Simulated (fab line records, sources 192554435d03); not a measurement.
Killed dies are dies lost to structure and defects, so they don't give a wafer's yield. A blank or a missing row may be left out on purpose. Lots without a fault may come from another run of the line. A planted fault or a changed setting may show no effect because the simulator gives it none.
Chamber matching | flow n5_finfet | N5_FIN_CUT_ETCH_30 on rie_diel-03: 4 sister chambers
The step etches underlayer in N2/H2, target depth 13 nm, time 10.4 s. 8 wafers are shown with their chamber, then 7 later ones without.

WAFERS WITH THEIR CHAMBER
wafer  | chamber | drypump_motor_current_A (A) | throttle_valve_pct (%)
L083.2 | 2       | 6.1                         | 17.87
L085.2 | 1       | 6.0                         | 17.99
L085.5 | 0       | 4.9                         | 18.09
L088.2 | 1       | 6.1                         | 18.02
L088.3 | 2       | 6.1                         | 17.89
L088.4 | 0       | 4.9                         | 18.11
L089.1 | 3       | 6.3                         | 18.23
L089.4 | 3       | 6.3                         | 18.25

WAFERS WITHOUT THEIR CHAMBER
wafer  | drypump_motor_current_A (A) | throttle_valve_pct (%)
L089.6 | 4.9                         | 18.11
L093.2 | 4.9                         | 18.15
L093.3 | 6.0                         | 18.03
L093.4 | 6.3                         | 18.27
L094.3 | 6.1                         | 18.04
L094.5 | 6.3                         | 18.25
L094.6 | 4.9                         | 18.15

WHICH CHAMBER EACH WENT THROUGH
wafer  | from the rows above | in truth
L089.6 | 0                   | 0
L093.2 | 0                   | 0
L093.3 | 1                   | 1
L093.4 | 3                   | 3
L094.3 | 1                   | 1
L094.5 | 3                   | 3
L094.6 | 0                   | 0
Placed correctly: 7 of 7. Can't be placed from these rows: 0. Placed wrongly: 0.
How it was worked out, from the rows above alone: a wafer's distance from a chamber is the root of the sum, over the readings, of the square of ((its reading less the chamber's mean) divided by the reading's scatter). The wafer belongs to the nearest chamber; if the next one is less than 2 further off, it can't be placed. A chamber's mean is the mean of its shown wafers. The scatter: the root of (the sum of the squares of (reading less its chamber's mean) over the shown wafers, divided by (wafers less chambers)).
